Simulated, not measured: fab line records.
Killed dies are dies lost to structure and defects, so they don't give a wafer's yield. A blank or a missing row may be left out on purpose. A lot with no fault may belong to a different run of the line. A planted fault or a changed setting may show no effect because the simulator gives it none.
fab line records	flow nand_harc	part 2 of 2: steps 5 to 6 of 6
record: lots: 22	wafers: 66	last_day: 33
route steps=1302 shown A_STAIRCASE@652
lots untouched by any fault: they come from a run of this same line in which no faults occurred
start_h: hours from the record's opening day to when the first of the lot's shown wafers began	wait_h: hours since the lot's step before	" the same as in the row above	L1.1+2: a row that stands for several wafers	- value missing, or start not given	* or withheld: withheld	< > ~ a bound
route shown NAME@n: a module of which the file shows steps, and the number in the route of the first	usual: mean and standard deviation over wafers with no fault	same: alike in all rows	chamber/n: place in a boat	sites: per-site readings	_std_site: how widely they spread, as a standard deviation	_edge_site: outer sites' mean less inner sites'	radius_mm: how far each site lies from the wafer's centre	mask NAME#n: copy n	behind: tool/chamber where the wafer was last shaped	hold: why the lot went on hold/how many hours it stayed there/how the hold came to an end	device: names the non-switching transistor (n, p or np)	end of line: the route-end tests of the same wafers	a step without rows: its recipe alone	killed: dies that structure and defects cost at the first sort, which is not the same as the wafer's yield	map: per-die view of a wafer (x killed, . not killed, _ where there is no die)
set.NAME: the setting that was run; set.NAME@STEP: the one run at that earlier step	model.NAME: the simulator's own value behind a step, which no gauge read
a sample of lots followed through the steps of the route, with each step as a table and each wafer as a row
services: the hour from which a tool's chamber was out of use, counted from the record's first day as start_h (under 0 if before that day), plus the number of hours and why
== steps ==
step: NHARC_A_STAIRCASE_TRIM_200
recipe: time_s: 211.2	o2_flow_sccm: 500	ar_flow_sccm: 0	bias_w: 0	chemistry: O2
usual: drypump_motor_current_A: 5.6/0.54	oes_product_au: 1.002/0.011	rf_vpp_V: 57.7/0.99	showerhead_plenum_p_Torr: 3.51/0.16	throttle_valve_pct: 17.036/0.0089
lot.wafer	tool	chamber	start_h	wait_h	drypump_motor_current_A	oes_product_au	rf_hours_counter_h	rf_vpp_V	showerhead_plenum_p_Torr	throttle_valve_pct
L074.2	rie_diel-13	0	-	-	6.5	1.007	3	57.7	3.46	17.027
L074.1	"	1	"	"	4.8	0.998	3	56.8	3.45	17.038
L074.6	"	3	"	"	5.3	0.993	-	56.3	3.80	17.038
L075.3	rie_diel-13	1	-	-	4.8	0.983	3	56.5	3.45	17.031
L075.4	"	2	"	"	5.7	0.984	5	58.2	3.41	17.047
L075.2	"	3	"	"	5.3	0.991	5	58.8	3.81	17.043
L076.1	rie_diel-03	2	-	-	5.8	0.987	30	56.4	3.56	17.027
L076.2	"	0	"	"	5.5	1.010	28	56.1	3.39	17.038
L076.5	"	0	"	"	5.4	1.008	-	58.2	3.39	17.046
L077.4	rie_diel-13	2	382.89	-	5.6	1.001	12	57.6	3.41	17.039
L077.2	"	0	"	"	6.5	1.013	9	57.6	3.46	17.049
L077.6	"	3	"	"	5.3	0.993	-	59.0	3.80	17.023
L079.1	rie_diel-11	2	-	-	5.3	1.016	49	57.6	3.41	17.019
L079.2	"	3	"	"	6.2	0.995	47	59.4	3.78	17.036
L079.5	"	3	"	"	6.2	0.995	-	57.9	3.78	17.037
L078.3	rie_diel-11	0	-	-	6.0	1.005	44	57.9	3.75	17.027
L078.2	"	1	"	"	6.3	1.011	47	57.4	3.49	17.033
L078.6	"	3	"	"	6.3	1.004	-	58.7	3.78	17.032
L080.3	rie_diel-03	3	-	-	5.9	1.015	19	57.5	3.60	17.020
L080.6	"	3	"	"	5.9	1.013	-	58.2	3.60	17.030
L080.5	"	1	"	"	4.7	1.015	-	57.1	3.29	17.039
L081.1	rie_diel-03	0	-	-	5.4	1.004	33	56.3	3.39	17.016
L081.3	"	1	"	"	4.7	1.000	33	57.4	3.29	17.036
L081.6	"	0	"	"	5.5	1.016	-	57.9	3.39	17.030
L082.1	rie_diel-03	0	-	-	5.4	1.021	44	55.9	3.39	17.031
L082.3	"	1	"	"	4.7	0.988	44	55.6	3.28	17.033
L082.5	"	0	"	"	5.4	1.006	-	57.0	3.39	17.023
L083.1	rie_diel-11	0	-	-	6.0	1.003	3	59.2	3.74	17.036
L083.2	"	1	"	"	6.3	0.993	5	57.8	3.49	17.031
L083.5	"	3	"	"	6.2	0.992	-	57.3	3.77	17.035
L085.3	rie_diel-11	1	-	-	6.3	0.991	7	56.7	3.48	17.037
L085.5	"	0	"	"	6.0	1.001	-	58.0	3.74	17.040
L085.6	"	1	"	"	6.3	0.997	-	59.2	3.49	17.037
L084.3	rie_diel-13	2	-	-	5.6	1.000	47	57.5	3.39	17.048
L084.6	"	0	"	"	6.5	1.011	-	56.3	3.44	17.044
L084.5	"	1	"	"	4.8	0.984	-	57.9	3.42	17.048
L086.3	rie_diel-11	0	-	-	6.0	1.008	13	58.6	3.74	17.039
L086.2	"	1	"	"	6.3	0.989	14	57.5	3.48	17.038
L086.6	"	3	"	"	6.2	0.986	-	60.5	3.77	17.037
L089.1	rie_diel-03	0	-	-	5.5	1.004	14	58.1	3.38	17.048
L089.3	"	3	"	"	5.9	1.016	14	57.9	3.59	17.018
L089.4	"	3	"	"	5.9	1.014	-	60.5	3.59	17.037
L088.4	rie_diel-03	3	-	-	5.8	1.003	15	59.2	3.59	17.028
L088.6	"	0	"	"	5.4	0.995	-	57.1	3.38	17.044
L088.5	"	1	"	"	4.7	0.994	-	57.7	3.28	17.025
L091.3	rie_diel-03	0	-	-	5.4	1.005	27	55.8	3.37	17.037
L091.2	"	2	"	"	5.8	0.998	12	57.6	3.55	17.038
L091.6	"	3	"	"	5.9	1.015	-	56.6	3.58	17.063
L092.1	rie_diel-11	0	-	-	6.0	1.004	35	58.4	3.72	17.044
L092.6	"	1	"	"	6.3	0.987	-	56.7	3.47	17.047
L092.5	"	2	"	"	5.3	1.008	-	56.5	3.39	17.041
L093.2	rie_diel-03	0	-	-	5.4	0.990	29	58.2	3.37	17.025
L093.3	"	1	"	"	4.7	0.987	29	57.9	3.27	17.041
L093.5	"	2	"	"	5.8	0.995	-	58.3	3.55	17.037
L094.3	rie_diel-03	2	-	-	5.8	1.009	15	59.1	3.55	17.044
L094.1	"	3	"	"	5.9	1.022	30	56.8	3.58	17.034
L094.6	"	3	"	"	5.9	1.021	-	57.5	3.58	17.024
L095.4	rie_diel-03	2	-	-	5.9	0.985	18	58.0	3.55	17.039
L095.1	"	3	"	"	5.8	1.002	33	58.8	3.58	17.039
L095.5	"	2	"	"	5.8	0.975	-	57.6	3.55	17.058
L096.3	rie_diel-11	2	-	-	5.3	1.011	48	55.5	3.38	17.042
L096.1	"	0	"	"	6.0	1.013	50	58.6	3.72	17.034
L096.4	"	1	"	"	6.3	0.995	49	57.1	3.46	17.037
L097.2	rie_diel-11	2	-	-	5.3	1.017	50	56.6	3.38	17.029
L097.4	"	0	"	"	6.0	1.003	51	57.4	3.72	17.043
L097.5	"	2	"	"	5.3	1.014	-	58.4	3.38	17.038
step: NHARC_A_STAIRCASE_TRIM_202
recipe: time_s: 211.2	o2_flow_sccm: 500	ar_flow_sccm: 0	bias_w: 0	chemistry: O2
usual: drypump_motor_current_A: 5.6/0.54	oes_product_au: 1.001/0.01	rf_vpp_V: 57.7/0.96	showerhead_plenum_p_Torr: 3.50/0.16	throttle_valve_pct: 17.037/0.0087
lot.wafer	tool	chamber	start_h	wait_h	drypump_motor_current_A	oes_product_au	rf_hours_counter_h	rf_vpp_V	showerhead_plenum_p_Torr	throttle_valve_pct
L074.2	rie_diel-13	2	-	-	5.6	0.988	5	56.8	3.41	17.042
L074.1	"	3	"	"	5.3	0.991	5	58.5	3.81	17.029
L074.6	"	1	"	"	4.8	0.993	-	57.3	3.45	17.027
L075.3	rie_diel-13	1	-	-	4.8	0.981	3	58.2	3.45	17.043
L075.4	"	2	"	"	5.7	0.992	5	58.3	3.41	17.028
L075.2	"	3	"	"	5.2	0.989	5	58.5	3.81	17.051
L076.1	rie_diel-03	0	-	-	5.5	1.006	28	55.6	3.39	17.044
L076.2	"	1	"	"	4.7	1.007	28	56.2	3.29	17.028
L076.5	"	0	"	"	5.4	1.004	-	57.3	3.39	17.039
L077.2	rie_diel-13	2	-	-	5.6	0.997	12	56.5	3.41	17.040
L077.4	"	3	"	"	5.2	0.996	12	57.3	3.80	17.034
L077.6	"	1	"	"	4.8	0.983	-	56.8	3.44	17.036
L079.2	rie_diel-11	2	-	-	5.3	1.016	49	58.5	3.41	17.037
L079.1	"	0	"	"	6.0	1.005	44	58.7	3.75	17.049
L079.5	"	2	"	"	5.3	1.010	-	59.3	3.41	17.045
L078.3	rie_diel-11	1	-	-	6.3	0.990	47	58.2	3.49	17.044
L078.2	"	2	"	"	5.3	1.013	49	58.2	3.41	17.040
L078.6	"	1	"	"	6.3	1.001	-	58.2	3.49	17.034
L080.3	rie_diel-03	3	-	-	5.9	1.019	19	57.6	3.60	17.027
L080.6	"	1	"	"	4.7	1.006	-	56.9	3.29	17.026
L080.5	"	0	"	"	5.4	1.012	-	58.7	3.39	17.038
L081.1	rie_diel-03	1	-	-	4.7	1.005	34	58.0	3.29	17.039
L081.3	"	3	"	"	5.9	1.016	20	59.1	3.60	17.035
L081.6	"	3	"	"	5.9	1.012	-	57.3	3.60	17.035
L082.3	rie_diel-03	0	-	-	5.5	1.001	44	58.2	3.39	17.031
L082.1	"	1	"	"	4.7	0.995	44	57.9	3.28	17.045
L082.5	"	3	"	"	5.8	1.014	-	58.9	3.59	17.038
L083.2	rie_diel-11	0	-	-	6.0	1.010	3	59.9	3.74	17.047
L083.1	"	2	"	"	5.3	1.005	5	59.0	3.40	17.039
L083.5	"	3	"	"	6.2	0.979	-	57.7	3.77	17.038
L085.3	rie_diel-11	0	-	-	6.0	1.004	5	58.2	3.74	17.039
L085.6	"	2	"	"	5.3	1.011	-	58.6	3.40	17.016
L085.5	"	3	"	"	6.2	0.989	-	57.7	3.77	17.034
L084.3	rie_diel-13	1	-	-	4.8	0.995	47	57.3	3.42	17.041
L084.5	"	2	"	"	5.6	1.002	-	55.9	3.39	17.045
L084.6	"	3	"	"	5.2	1.001	-	57.8	3.78	17.033
L086.2	rie_diel-11	1	-	-	6.3	0.996	14	56.9	3.48	17.037
L086.3	"	0	"	"	6.0	1.009	13	57.3	3.74	17.053
L086.6	"	3	"	"	6.2	0.999	-	57.4	3.77	17.039
L089.3	rie_diel-03	3	-	-	5.9	1.011	15	57.0	3.59	17.042
L089.1	"	1	"	"	4.7	1.002	15	57.1	3.28	17.028
L089.4	"	1	"	"	4.7	1.000	-	58.0	3.28	17.022
L088.4	rie_diel-03	2	-	-	5.8	0.995	0	57.9	3.56	17.021
L088.5	"	0	"	"	5.5	0.997	-	57.4	3.38	17.026
L088.6	"	1	"	"	4.7	0.998	-	57.3	3.28	17.035
L091.3	rie_diel-03	3	-	-	5.9	1.010	27	57.0	3.58	17.035
L091.2	"	1	"	"	4.7	1.007	27	56.5	3.27	17.047
L091.6	"	0	"	"	5.4	1.008	-	56.6	3.37	17.035
L092.1	rie_diel-11	2	-	-	5.3	1.012	33	56.3	3.39	17.032
L092.5	"	3	"	"	6.2	0.980	-	59.0	3.75	17.043
L092.6	"	0	"	"	6.0	1.005	-	58.9	3.72	17.043
L093.2	rie_diel-03	2	-	-	5.8	0.996	14	57.0	3.55	17.033
L093.3	"	0	"	"	5.5	1.012	29	57.9	3.37	17.035
L093.5	"	3	"	"	5.9	1.010	-	58.3	3.58	17.031
L094.3	rie_diel-03	2	-	-	5.9	0.991	16	58.4	3.55	17.040
L094.1	"	1	"	"	4.7	1.000	31	56.7	3.27	17.041
L094.6	"	3	"	"	5.9	1.007	-	56.7	3.58	17.030
L095.4	rie_diel-03	2	-	-	5.8	0.995	18	57.8	3.55	17.042
L095.1	"	3	"	"	5.9	1.003	33	59.2	3.58	17.043
L095.5	"	0	"	"	5.4	0.993	-	57.6	3.37	17.032
L096.1	rie_diel-11	1	-	-	6.3	0.990	49	56.4	3.46	17.039
L096.3	"	3	"	"	6.2	0.996	51	57.7	3.74	17.046
L096.4	"	0	"	"	6.0	1.007	50	57.0	3.72	17.055
L097.2	rie_diel-11	1	-	-	6.3	0.974	50	58.0	3.46	17.033
L097.4	"	2	"	"	5.3	1.018	50	57.4	3.38	17.035
L097.5	"	0	"	"	6.0	1.003	-	58.4	3.71	17.043
== services ==
tool	chamber	start_h	hours	kind
rie_diel-11	0	335.93	9.7	repair
rie_diel-03	3	337.30	47.2	repair
rie_diel-11	1	338.60	-	clean
rie_diel-11	2	338.60	-	clean
rie_diel-11	3	338.60	-	clean
plasma_asher-01	-	342.00	9.0	pm
rie_diel-13	-	343.02	9.0	pm
rie_diel-11	0	363.10	-	clean
rie_diel-03	-	382.87	19.8	repair
rie_diel-11	1	406.30	4.6	repair
rie_diel-03	-	407.22	0.5	repair
rie_diel-11	0	412.92	1.2	repair
rie_diel-13	0	414.23	11.1	repair
plasma_asher-02	-	428.32	9.0	pm
rie_diel-11	-	432.72	9.0	pm
rie_diel-03	-	458.48	9.0	pm
rie_diel-11	0	477.13	5.4	repair
rie_diel-11	-	480.17	0.7	repair
rie_diel-11	2	485.48	1.2	repair
plasma_asher-02	-	509.17	0.6	repair
plasma_asher-01	-	519.00	9.0	pm
rie_diel-13	-	520.02	9.0	pm
rie_diel-11	0	544.89	2.9	repair
rie_diel-03	-	565.19	7.5	repair
